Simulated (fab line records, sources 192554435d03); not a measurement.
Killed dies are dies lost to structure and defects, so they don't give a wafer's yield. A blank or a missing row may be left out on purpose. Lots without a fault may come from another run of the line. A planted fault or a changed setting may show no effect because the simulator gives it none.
Chamber matching | flow n5_finfet | N5_BEOL_M10_ILD_DEP_00 on pecvd-01: 3 sister chambers
The step deposits SiCOH lowk from DEMS/porogen, target thk 308.51 nm, time 58 s. 6 wafers are shown with their chamber, then 9 later ones without.

WAFERS WITH THEIR CHAMBER
wafer  | chamber | throttle_valve_pct (%) | heater_power_w (W)
L086.4 | 0       | 14.7                   | 393
L087.1 | 0       | 14.8                   | 390
L089.5 | 1       | 14.0                   | 351
L093.2 | 2       | 13.5                   | 322
L093.4 | 1       | 14.5                   | 404
L093.5 | 2       | 13.4                   | 319

WAFERS WITHOUT THEIR CHAMBER
wafer  | throttle_valve_pct (%) | heater_power_w (W)
L092.2 | 13.6                   | 278
L092.5 | 14.2                   | 377
L092.6 | 14.8                   | 334
L095.1 | 15.0                   | 370
L095.3 | 14.0                   | 343
L095.4 | 13.5                   | 310
L096.1 | 14.9                   | 367
L096.3 | 14.4                   | 364
L096.4 | 15.1                   | 383

WHICH CHAMBER EACH WENT THROUGH
wafer  | from the rows above     | in truth
L092.2 | 2                       | 2
L092.5 | 1                       | 1
L092.6 | can't be placed: 0 or 1 | 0
L095.1 | 0                       | 0
L095.3 | can't be placed: 1 or 2 | 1
L095.4 | 2                       | 2
L096.1 | can't be placed: 0 or 1 | 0
L096.3 | can't be placed: 1 or 0 | 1
L096.4 | 0                       | 0
Placed correctly: 5 of 9. Can't be placed from these rows: 4 (the true chamber is among the candidates in 4). Placed wrongly: 0.
How it was worked out, from the rows above alone: a wafer's distance from a chamber is the root of the sum, over the readings, of the square of ((its reading less the chamber's mean) divided by the reading's scatter). The wafer belongs to the nearest chamber; if the next one is less than 2 further off, it can't be placed. A chamber's mean is the mean of its shown wafers. The scatter: the root of (the sum of the squares of (reading less its chamber's mean) over the shown wafers, divided by (wafers less chambers)).
